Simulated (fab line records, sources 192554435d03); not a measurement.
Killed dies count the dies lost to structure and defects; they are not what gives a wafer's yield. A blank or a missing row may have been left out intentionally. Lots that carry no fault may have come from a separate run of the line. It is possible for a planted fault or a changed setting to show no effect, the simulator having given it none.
Matching of chambers :: flow n5_finfet :: N5_BEOL_M13_ETCH_67 on rie_diel-05 has 4 sister chambers
The step etches SiARC in CF4, target depth 143 nm, time 238.3 s. 8 wafers are shown with their chamber, then 11 later ones without.

## WAFERS PAIRED WITH THEIR CHAMBERS
wafer: L085.6
chamber: 2
drypump_motor_current_A (A): 5.3
showerhead_plenum_p_Torr (Torr): 2.20

wafer: L089.3
chamber: 0
drypump_motor_current_A (A): 6.7
showerhead_plenum_p_Torr (Torr): 2.28

wafer: L089.5
chamber: 3
drypump_motor_current_A (A): 4.9
showerhead_plenum_p_Torr (Torr): 2.25

wafer: L089.6
chamber: 0
drypump_motor_current_A (A): 6.7
showerhead_plenum_p_Torr (Torr): 2.28

wafer: L092.2
chamber: 1
drypump_motor_current_A (A): 6.7
showerhead_plenum_p_Torr (Torr): 2.04

wafer: L092.4
chamber: 1
drypump_motor_current_A (A): 6.7
showerhead_plenum_p_Torr (Torr): 2.04

wafer: L092.6
chamber: 3
drypump_motor_current_A (A): 5.0
showerhead_plenum_p_Torr (Torr): 2.25

wafer: L087.1
chamber: 2
drypump_motor_current_A (A): 5.3
showerhead_plenum_p_Torr (Torr): 2.19

## WAFERS WHOSE CHAMBER IS MISSING
wafer: L087.2
drypump_motor_current_A (A): 6.7
showerhead_plenum_p_Torr (Torr): 2.28

wafer: L087.3
drypump_motor_current_A (A): 6.7
showerhead_plenum_p_Torr (Torr): 2.04

wafer: L096.1
drypump_motor_current_A (A): 6.7
showerhead_plenum_p_Torr (Torr): 2.04

wafer: L096.4
drypump_motor_current_A (A): 5.3
showerhead_plenum_p_Torr (Torr): 2.19

wafer: L096.5
drypump_motor_current_A (A): 6.7
showerhead_plenum_p_Torr (Torr): 2.04

wafer: L097.1
drypump_motor_current_A (A): 6.7
showerhead_plenum_p_Torr (Torr): 2.28

wafer: L097.3
drypump_motor_current_A (A): 6.7
showerhead_plenum_p_Torr (Torr): 2.04

wafer: L097.6
drypump_motor_current_A (A): 6.7
showerhead_plenum_p_Torr (Torr): 2.28

wafer: L086.3
drypump_motor_current_A (A): 6.7
showerhead_plenum_p_Torr (Torr): 2.28

wafer: L086.4
drypump_motor_current_A (A): 4.9
showerhead_plenum_p_Torr (Torr): 2.24

wafer: L086.5
drypump_motor_current_A (A): 5.3
showerhead_plenum_p_Torr (Torr): 2.19

## CHAMBER TAKEN BY EACH
wafer: L087.2
from the rows above: 0
in truth: 0

wafer: L087.3
from the rows above: 1
in truth: 1

wafer: L096.1
from the rows above: 1
in truth: 1

wafer: L096.4
from the rows above: 2
in truth: 2

wafer: L096.5
from the rows above: 1
in truth: 1

wafer: L097.1
from the rows above: 0
in truth: 0

wafer: L097.3
from the rows above: 1
in truth: 1

wafer: L097.6
from the rows above: 0
in truth: 0

wafer: L086.3
from the rows above: 0
in truth: 0

wafer: L086.4
from the rows above: 3
in truth: 3

wafer: L086.5
from the rows above: 2
in truth: 2
11 of 11 placed correctly. Number that these rows cannot place: 0. Number placed wrongly: 0.
How it was worked out, from the rows above alone: a wafer's distance from a chamber is the root of the sum, over the readings, of the square of ((its reading less the chamber's mean) divided by the reading's scatter). If the next closest chamber is less than 2 further off than the closest, the wafer can't be placed; otherwise it belongs to the closest. For every chamber, the mean is computed from those of its wafers that are shown. How the scatter is found: for the shown wafers, subtract from each reading the mean of its chamber, square and add these, divide the total by (wafers less chambers), then take the root.
